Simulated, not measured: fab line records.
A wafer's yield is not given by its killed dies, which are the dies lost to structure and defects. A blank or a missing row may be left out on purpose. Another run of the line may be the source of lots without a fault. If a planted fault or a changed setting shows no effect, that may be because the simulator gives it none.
Chamber matching :: flow n5Finfet :: rieDiel-05 running N5_BEOL_M4_STRIP_36: 4 sister chambers
The step strips in N2/H2. 14 wafers are shown with their chamber, then 7 later ones without.

WAFERS WITH THEIR CHAMBER
wafer: L076.1
chamber: 1
throttleValvePct (%): 23.0
drypumpMotorCurrentA (A): 5.81
showerheadPlenumPTorr (Torr): 2.59

wafer: L076.2
chamber: 0
throttleValvePct (%): 23.3
drypumpMotorCurrentA (A): 5.58
showerheadPlenumPTorr (Torr): 2.55

wafer: L076.3
chamber: 2
throttleValvePct (%): 23.8
drypumpMotorCurrentA (A): 6.14
showerheadPlenumPTorr (Torr): 2.58

wafer: L076.4
chamber: 0
throttleValvePct (%): 23.3
drypumpMotorCurrentA (A): 5.62
showerheadPlenumPTorr (Torr): 2.55

wafer: L076.5
chamber: 2
throttleValvePct (%): 23.8
drypumpMotorCurrentA (A): 6.12
showerheadPlenumPTorr (Torr): 2.57

wafer: L076.6
chamber: 1
throttleValvePct (%): 22.9
drypumpMotorCurrentA (A): 5.80
showerheadPlenumPTorr (Torr): 2.59

wafer: L079.1
chamber: 0
throttleValvePct (%): 23.3
drypumpMotorCurrentA (A): 5.63
showerheadPlenumPTorr (Torr): 2.54

wafer: L079.2
chamber: 1
throttleValvePct (%): 23.0
drypumpMotorCurrentA (A): 5.81
showerheadPlenumPTorr (Torr): 2.59

wafer: L079.3
chamber: 2
throttleValvePct (%): 23.8
drypumpMotorCurrentA (A): 6.17
showerheadPlenumPTorr (Torr): 2.57

wafer: L079.4
chamber: 1
throttleValvePct (%): 23.0
drypumpMotorCurrentA (A): 5.82
showerheadPlenumPTorr (Torr): 2.59

wafer: L079.5
chamber: 2
throttleValvePct (%): 23.8
drypumpMotorCurrentA (A): 6.16
showerheadPlenumPTorr (Torr): 2.57

wafer: L079.6
chamber: 0
throttleValvePct (%): 23.3
drypumpMotorCurrentA (A): 5.58
showerheadPlenumPTorr (Torr): 2.54

wafer: L090.1
chamber: 3
throttleValvePct (%): 23.9
drypumpMotorCurrentA (A): 5.89
showerheadPlenumPTorr (Torr): 2.49

wafer: L090.2
chamber: 2
throttleValvePct (%): 23.9
drypumpMotorCurrentA (A): 6.15
showerheadPlenumPTorr (Torr): 2.55

SIGNATURES, as means of the wafers listed above
reading: throttleValvePct
chamber 0: 23.300
chamber 1: 22.975
chamber 2: 23.820
chamber 3: 23.900
scatter within a chamber: 0.0394

reading: drypumpMotorCurrentA
chamber 0: 5.6025
chamber 1: 5.8100
chamber 2: 6.1480
chamber 3: 5.8900
scatter within a chamber: 0.0194

reading: showerheadPlenumPTorr
chamber 0: 2.5450
chamber 1: 2.5900
chamber 2: 2.5680
chamber 3: 2.4900
scatter within a chamber: 0.00762
Rule: for a wafer and a chamber, the distance is found by dividing, reading by reading, the gap between the wafer's reading and the chamber's mean by the reading's scatter, squaring, summing and taking the root. The wafer belongs to the nearest chamber; if the next one is less than 2 further off, it can't be placed. The scatter is the square root of a quotient: the sum, over the shown wafers, of each reading's squared deviation from its chamber's mean, divided by wafers minus chambers.

WAFERS WHOSE CHAMBER IS MISSING
wafer: L090.3
throttleValvePct (%): 23.0
drypumpMotorCurrentA (A): 5.81
showerheadPlenumPTorr (Torr): 2.57

wafer: L090.4
throttleValvePct (%): 23.9
drypumpMotorCurrentA (A): 5.90
showerheadPlenumPTorr (Torr): 2.49

wafer: L090.5
throttleValvePct (%): 23.0
drypumpMotorCurrentA (A): 5.83
showerheadPlenumPTorr (Torr): 2.57

wafer: L090.6
throttleValvePct (%): 23.9
drypumpMotorCurrentA (A): 6.12
showerheadPlenumPTorr (Torr): 2.55

wafer: L093.1
throttleValvePct (%): 23.9
drypumpMotorCurrentA (A): 5.93
showerheadPlenumPTorr (Torr): 2.49

wafer: L093.2
throttleValvePct (%): 23.0
drypumpMotorCurrentA (A): 5.81
showerheadPlenumPTorr (Torr): 2.57

wafer: L093.4
throttleValvePct (%): 23.8
drypumpMotorCurrentA (A): 6.16
showerheadPlenumPTorr (Torr): 2.55

EACH ONE'S CHAMBER
wafer: L090.3
from the rows above: 1
in truth: 1

wafer: L090.4
from the rows above: 3
in truth: 3

wafer: L090.5
from the rows above: 1
in truth: 1

wafer: L090.6
from the rows above: 2
in truth: 2

wafer: L093.1
from the rows above: 3
in truth: 3

wafer: L093.2
from the rows above: 1
in truth: 1

wafer: L093.4
from the rows above: 2
in truth: 2
Placed correctly: 7 of 7. From these rows, 0 cannot be placed. Number placed wrongly: 0.
